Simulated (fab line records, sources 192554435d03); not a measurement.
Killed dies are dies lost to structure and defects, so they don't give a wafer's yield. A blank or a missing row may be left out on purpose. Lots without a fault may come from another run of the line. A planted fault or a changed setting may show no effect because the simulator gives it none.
One fault seen from 2 desks | flow n5_finfet | each desk has only its own numbers; what lay behind them comes last

THE METROLOGY DESK
What the gauges read, lot by lot, whatever tool the lot ran on: means of the sampled wafers that have a number. A lot is out of limits, marked OUT, if its mean lies more than 4 standard deviations from the usual mean; the brackets give that distance. Of its 12 readings 7 are shown: those that lie furthest out on some lot.
Columns: A = DIBL_N at N5_BEOL_M4_RC_MEAS_101, usual 36.6 mV/V; B = DIBL_P at N5_BEOL_M4_RC_MEAS_101, usual 36.5 mV/V; C = IOFF_P at N5_BEOL_M4_RC_MEAS_101, usual 0.22 nA/um; D = ION_N at N5_BEOL_M4_RC_MEAS_101, usual 674 uA/um; E = SS_P at N5_BEOL_M4_RC_MEAS_101, usual 73.4 mV/dec; F = VT_N at N5_BEOL_M4_RC_MEAS_101, usual 249 mV; G = VT_P at N5_BEOL_M4_RC_MEAS_101, usual -250 mV
lot  | first seen here | A    | B    | C    | D   | E    | F   | G
L809 | day 6 23:34     | 38.8 | 37.3 | 0.23 | 688 | 74.1 | 248 | -251
L811 | day 6 23:58     | 37.0 | 35.1 | 0.20 | 649 | 73.3 | 252 | -253
L810 | day 7 00:02     | 35.5 | 34.4 | 0.25 | 676 | 73.0 | 249 | -245
L814 | day 7 12:18     | 33.4 | 34.6 | 0.17 | 662 | 72.9 | 255 | -253
L822 | day 9 18:26     | 35.8 | 36.0 | 0.20 | 666 | 73.2 | 252 | -251
L823 | day 9 20:27     | 37.3 | 38.1 | 0.22 | 668 | 73.3 | 248 | -249
L826 | day 10 14:13    | 37.0 | 37.5 | 0.24 | 680 | 73.3 | 246 | -247
L827 | day 10 20:20    | 36.2 | 36.3 | 0.20 | 673 | 73.7 | 249 | -254
L828 | day 11 02:07    | 38.1 | 39.9 | 0.28 | 685 | 74.5 | 246 | -249
L829 | day 11 03:14    | 34.3 | 32.5 | 0.14 | 658 | 72.2 | 256 | -255
This desk's finding: nothing out of limits on any of the 10 lots.

THE TOOL OWNER'S DESK: ald_sin-04
The tool's own readings at N5_BEOL_M0_SAQP_ALD_48 (deposits SiO2, target thk 20 nm, pulse time 1 s, co reactant pulse time 1 s): means of the sampled wafers that have a number, for each lot that ran on this tool. A lot is out of limits, marked OUT, if its mean lies more than 4 standard deviations from the usual mean; the brackets give that distance.
Columns: A = heater_power_w at N5_BEOL_M0_SAQP_ALD_48, usual 81 W; B = precursor_pulse_height_rel at N5_BEOL_M0_SAQP_ALD_48, usual 1.001
lot  | first seen here | A  | B
L809 | day 7 01:01     | 81 | 0.996
L811 | day 7 01:41     | 81 | 1.025
L814 | day 7 13:08     | 84 | 1.000
L826 | day 10 14:56    | 83 | 0.995
L827 | day 10 21:37    | 80 | 0.986
This desk's finding: nothing out of limits on any of the 5 lots.

PUT TOGETHER
The metrology desk saw nothing out of limits.
The tool owner's desk saw nothing out of limits.

WHAT THE SIMULATOR HAD PUT IN
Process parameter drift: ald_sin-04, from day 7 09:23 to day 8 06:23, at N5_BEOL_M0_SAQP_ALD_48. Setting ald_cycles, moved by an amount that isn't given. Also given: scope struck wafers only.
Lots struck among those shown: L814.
